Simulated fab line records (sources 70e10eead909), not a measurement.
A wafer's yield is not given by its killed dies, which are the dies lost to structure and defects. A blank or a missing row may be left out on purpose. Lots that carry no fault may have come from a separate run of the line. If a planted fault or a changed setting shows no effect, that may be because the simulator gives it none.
Matching of chambers || flow nand_harc || ald_metal-01 running NHARC_P_CONTACT_ALD_22: 4 sister chambers
The step deposits TiN, target thk 3 nm, pulse time 1 s, ald cycles 150. 8 wafers are shown with their chamber, then 12 later ones without.

WAFERS PAIRED WITH THEIR CHAMBERS
{"wafer": "L085.1", "chamber": 0, "heater_power_w (W)": 1056, "precursor_pulse_height_rel": 1.018}
{"wafer": "L087.3", "chamber": 2, "heater_power_w (W)": 1006, "precursor_pulse_height_rel": 1.024}
{"wafer": "L087.4", "chamber": 3, "heater_power_w (W)": 1210, "precursor_pulse_height_rel": 0.991}
{"wafer": "L089.2", "chamber": 3, "heater_power_w (W)": 1193, "precursor_pulse_height_rel": 1.025}
{"wafer": "L089.3", "chamber": 0, "heater_power_w (W)": 1048, "precursor_pulse_height_rel": 1.066}
{"wafer": "L089.5", "chamber": 1, "heater_power_w (W)": 1014, "precursor_pulse_height_rel": 1.017}
{"wafer": "L092.1", "chamber": 1, "heater_power_w (W)": 1006, "precursor_pulse_height_rel": 1.010}
{"wafer": "L092.5", "chamber": 2, "heater_power_w (W)": 1002, "precursor_pulse_height_rel": 1.020}

WAFERS MISSING THEIR CHAMBER
{"wafer": "L092.6", "heater_power_w (W)": 1194, "precursor_pulse_height_rel": 0.995}
{"wafer": "L094.3", "heater_power_w (W)": 1202, "precursor_pulse_height_rel": 0.984}
{"wafer": "L094.4", "heater_power_w (W)": 1026, "precursor_pulse_height_rel": 1.015}
{"wafer": "L094.5", "heater_power_w (W)": 1030, "precursor_pulse_height_rel": 1.031}
{"wafer": "L095.2", "heater_power_w (W)": 999, "precursor_pulse_height_rel": 0.983}
{"wafer": "L095.5", "heater_power_w (W)": 1185, "precursor_pulse_height_rel": 1.034}
{"wafer": "L095.3", "heater_power_w (W)": 1035, "precursor_pulse_height_rel": 0.972}
{"wafer": "L095.4", "heater_power_w (W)": 1079, "precursor_pulse_height_rel": 0.981}
{"wafer": "L095.6", "heater_power_w (W)": 1036, "precursor_pulse_height_rel": 1.006}
{"wafer": "L097.2", "heater_power_w (W)": 1027, "precursor_pulse_height_rel": 1.016}
{"wafer": "L097.3", "heater_power_w (W)": 1052, "precursor_pulse_height_rel": 0.967}
{"wafer": "L097.6", "heater_power_w (W)": 1221, "precursor_pulse_height_rel": 1.016}

CHAMBER TAKEN BY EACH
{"wafer": "L092.6", "from the rows above": 3, "in truth": 3}
{"wafer": "L094.3", "from the rows above": 3, "in truth": 3}
{"wafer": "L094.4", "from the rows above": "can't be placed: 1 or 2 or 0", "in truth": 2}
{"wafer": "L094.5", "from the rows above": "can't be placed: 1 or 0 or 2", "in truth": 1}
{"wafer": "L095.2", "from the rows above": "can't be placed: 2 or 1", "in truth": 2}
{"wafer": "L095.5", "from the rows above": 3, "in truth": 3}
{"wafer": "L095.3", "from the rows above": "can't be placed: 1 or 0 or 2", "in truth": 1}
{"wafer": "L095.4", "from the rows above": 0, "in truth": 0}
{"wafer": "L095.6", "from the rows above": "can't be placed: 0 or 1 or 2", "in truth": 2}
{"wafer": "L097.2", "from the rows above": "can't be placed: 1 or 2 or 0", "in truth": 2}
{"wafer": "L097.3", "from the rows above": 0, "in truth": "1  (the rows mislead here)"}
{"wafer": "L097.6", "from the rows above": 3, "in truth": 3}
Placed correctly: 5 of 12. Cannot be placed on the basis of these rows: 6; the candidates contain the true chamber in 6. Number placed wrongly: 1.
How it was worked out, from the rows above alone: a wafer's distance from a chamber is the root of the sum, over the readings, of the square of ((its reading less the chamber's mean) divided by the reading's scatter). The wafer belongs to the nearest chamber; if the next one is less than 2 further off, it can't be placed. A chamber's mean is the mean of its shown wafers. The scatter is the square root of a quotient: the sum, over the shown wafers, of each reading's squared deviation from its chamber's mean, divided by wafers minus chambers.
